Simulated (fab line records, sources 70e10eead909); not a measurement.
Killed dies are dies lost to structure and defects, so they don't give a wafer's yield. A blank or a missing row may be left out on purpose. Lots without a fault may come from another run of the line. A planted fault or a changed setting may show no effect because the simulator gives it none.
One fault seen from 2 desks | flow nand_harc | each desk has only its own numbers; what lay behind them comes last

THE METROLOGY DESK
What the gauges read, lot by lot, whatever tool the lot ran on: means of the sampled wafers that have a number. A lot is out of limits, marked OUT, if its mean lies more than 4 standard deviations from the usual mean; the brackets give that distance.
Columns: A = overlay_x_nm at NHARC_A_CONTACT_OVL_MEAS_09, usual 0.0 nm; B = overlay_y_nm at NHARC_A_CONTACT_OVL_MEAS_09, usual -0.1 nm
lot  | first seen here | A    | B
L235 | day 16 15:40    | 0.1  | -0.3
L234 | day 16 16:55    | 0.8  | 0.7
L237 | day 17 02:56    | -0.9 | -1.1
L236 | day 17 05:23    | -0.6 | -0.1
L239 | day 17 20:25    | 0.9  | -1.1
L240 | day 18 00:16    | -0.2 | -0.1
L238 | day 18 13:43    | -0.4 | 0.7
L243 | day 18 16:46    | -0.2 | 1.3
L244 | day 19 09:38    | -0.3 | -1.0
L247 | day 20 05:22    | 0.7  | -0.5
L250 | day 20 14:40    | 0.7  | 0.8
L253 | day 21 08:36    | -1.2 | 1.7
L256 | day 22 12:03    | -0.6 | 0.3
L257 | day 23 00:57    | 0.7  | -1.0
This desk's finding: nothing out of limits on any of the 14 lots.

THE TOOL OWNER'S DESK: rie_diel-10
The tool's own readings at NHARC_A_CONTACT_ETCH_31 (etches the open film in O2/COS, target depth 2000 nm, time 520 s): means of the sampled wafers that have a number, for each lot that ran on this tool. A lot is out of limits, marked OUT, if its mean lies more than 4 standard deviations from the usual mean; the brackets give that distance. Of its 8 readings 7 are shown: the one that was out of limits first, and those that lie furthest out on some lot.
Columns: A = drypump_motor_current_A at NHARC_A_CONTACT_ETCH_31, usual 5.8 A; B = o2_flow_sccm at NHARC_A_CONTACT_ETCH_31, usual 399.8 sccm; C = oes_product_au at NHARC_A_CONTACT_ETCH_31, usual 1.000 a.u.; D = rf_fwd_power_W at NHARC_A_CONTACT_ETCH_31, usual 499.4 W; E = rf_vpp_V at NHARC_A_CONTACT_ETCH_31, usual 314.3 V; F = showerhead_plenum_p_Torr at NHARC_A_CONTACT_ETCH_31, usual 3.14 Torr; G = throttle_valve_pct at NHARC_A_CONTACT_ETCH_31, usual 28.330 %
lot  | first seen here | A   | B     | C                | D     | E     | F    | G
L235 | day 16 16:23    | 6.0 | 401.4 | 1.000            | 499.0 | 315.9 | 3.25 | 28.331
L234 | day 16 17:38    | 5.9 | 398.4 | 0.996            | 499.1 | 314.7 | 3.19 | 28.319
L236 | day 17 06:04    | 5.9 | 397.8 | 0.988            | 498.6 | 315.1 | 3.19 | 28.324
L238 | day 18 14:25    | 5.7 | 400.6 | 1.010            | 501.6 | 314.3 | 3.18 | 28.327
L243 | day 18 17:32    | 5.6 | 399.3 | 1.000            | 499.3 | 314.2 | 3.12 | 28.335
L244 | day 19 10:26    | 6.1 | 400.4 | 0.936 (-6.6) OUT | 499.7 | 314.8 | 3.17 | 28.334
L250 | day 20 15:32    | 5.6 | 398.6 | 0.936 (-6.7) OUT | 500.4 | 313.8 | 3.12 | 28.334
This desk's finding: out of limits on L244, L250; first on L244, day 19 10:26 (oes_product_au at NHARC_A_CONTACT_ETCH_31). In limits: L235, L234, L236, L238, L243.

PUT TOGETHER
The tool owner's desk could have raised an alarm at day 19 10:26, on L244, L250.
The metrology desk saw nothing out of limits.
The metrology desk has L244, L250 on record, within its limits.
Of the lots named, all ran NHARC_A_CONTACT_ETCH_31 on rie_diel-10.

WHAT THE SIMULATOR HAD PUT IN
Process parameter drift: rie_diel-10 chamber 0, from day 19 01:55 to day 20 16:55, at NHARC_A_CONTACT_ETCH_31. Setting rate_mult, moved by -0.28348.
Lots struck among those shown: L244, L250.
Hours from the fault's start to each desk's first reading out of limits: the tool owner's desk, 9.
